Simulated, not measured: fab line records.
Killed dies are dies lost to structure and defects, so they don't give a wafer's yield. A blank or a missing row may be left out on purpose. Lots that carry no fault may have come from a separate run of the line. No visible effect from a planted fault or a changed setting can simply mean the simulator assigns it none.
A single fault, viewed from 2 desks + flow n5-finfet + each desk holds nothing but its own numbers, with what lay behind them at the end

== FROM THE METROLOGY DESK ==
What the gauges read, lot by lot, whatever tool the lot ran on: means of the sampled wafers that have a number. If a lot's mean is further than 4 standard deviations from the usual mean, the lot is out of limits and carries the mark OUT (the distance appears in the brackets). Shown are 7 of the 13 readings it has, namely the first that went out of limits plus those furthest out on some lot.
Columns: A = cd-nm at N5_STI_FIN_REVEAL_CD_MEAS_22, usual 6.17 nm; B = trench-depth-nm at N5_STI_FIN_REVEAL_FIN_H_MEAS_10, usual 52.2 nm; C = IOFF_P at N5_BEOL_M4_RC_MEAS_101, usual 0.21 nA/um; D = ION_P at N5_BEOL_M4_RC_MEAS_101, usual 463 uA/um; E = SS_N at N5_BEOL_M4_RC_MEAS_101, usual 71.5 mV/dec; F = VT_N at N5_BEOL_M4_RC_MEAS_101, usual 251 mV; G = VT_P at N5_BEOL_M4_RC_MEAS_101, usual -250 mV
| lot  | first seen here | A    | B               | C    | D   | E    | F   | G    |
|------|-----------------|------|-----------------|------|-----|------|-----|------|
| L701 | day 2 14:58     | 6.44 | 52.6            | 0.23 | 459 | 72.0 | 248 | -251 |
| L703 | day 3 04:34     | 6.31 | 51.8            | 0.16 | 451 | 71.3 | 253 | -258 |
| L710 | day 4 22:12     | 6.00 | 48.2 (-4.5) OUT | 0.21 | 454 | 72.2 | 250 | -252 |
| L711 | day 5 06:46     | 6.00 | 49.3            | 0.21 | 456 | 71.8 | 250 | -249 |
| L712 | day 5 12:07     | 6.63 | 49.5            | 0.24 | 468 | 71.8 | 246 | -246 |
| L713 | day 5 18:01     | 6.34 | 52.5            | 0.23 | 468 | 70.4 | 249 | -248 |
| L718 | day 6 21:28     | 6.27 | 51.3            | 0.23 | 464 | 71.5 | 251 | -252 |
Finding of this desk: L710 out of limits; the first was L710 at day 5 01:27, on trench-depth-nm at N5_STI_FIN_REVEAL_FIN_H_MEAS_10. In limits: L701, L703, L711, L712, L713, L718.

== AT THE TOOL OWNER'S DESK: vapor-etch-01 ==
The tool's own readings at N5_STI_FIN_REVEAL_RECESS_09 (chemistry HF/NH3, target SiO2, afs cycles 11, target depth 42.5 nm, sublimation time 60 s): means of the sampled wafers that have a number, for each lot that ran on this tool. If a lot's mean is further than 4 standard deviations from the usual mean, the lot is out of limits and carries the mark OUT (the distance appears in the brackets).
Columns: A = drypump-motor-current-A at N5_STI_FIN_REVEAL_RECESS_09, usual 5.9 A
| lot  | first seen here | A   |
|------|-----------------|-----|
| L701 | day 2 16:22     | 5.7 |
| L703 | day 3 05:14     | 5.7 |
| L710 | day 4 22:46     | 5.8 |
| L711 | day 5 07:33     | 5.7 |
| L712 | day 5 12:36     | 5.9 |
Result from this desk: across the 5 lots, nothing is out of limits.

== TAKEN TOGETHER ==
L710 would have let the metrology desk raise an alarm at day 5 01:27.
The tool owner's desk saw nothing out of limits.
On record at the tool owner's desk: L710, within its limits.
Every lot named ran N5_STI_FIN_REVEAL_RECESS_09 on vapor-etch-01.

== WHAT WAS PUT IN BY THE SIMULATOR ==
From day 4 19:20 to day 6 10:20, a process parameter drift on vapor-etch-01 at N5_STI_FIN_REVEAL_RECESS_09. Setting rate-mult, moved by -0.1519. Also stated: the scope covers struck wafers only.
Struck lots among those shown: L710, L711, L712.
Delay in hours, fault start to first out-of-limits reading, per desk: metrology desk 6.
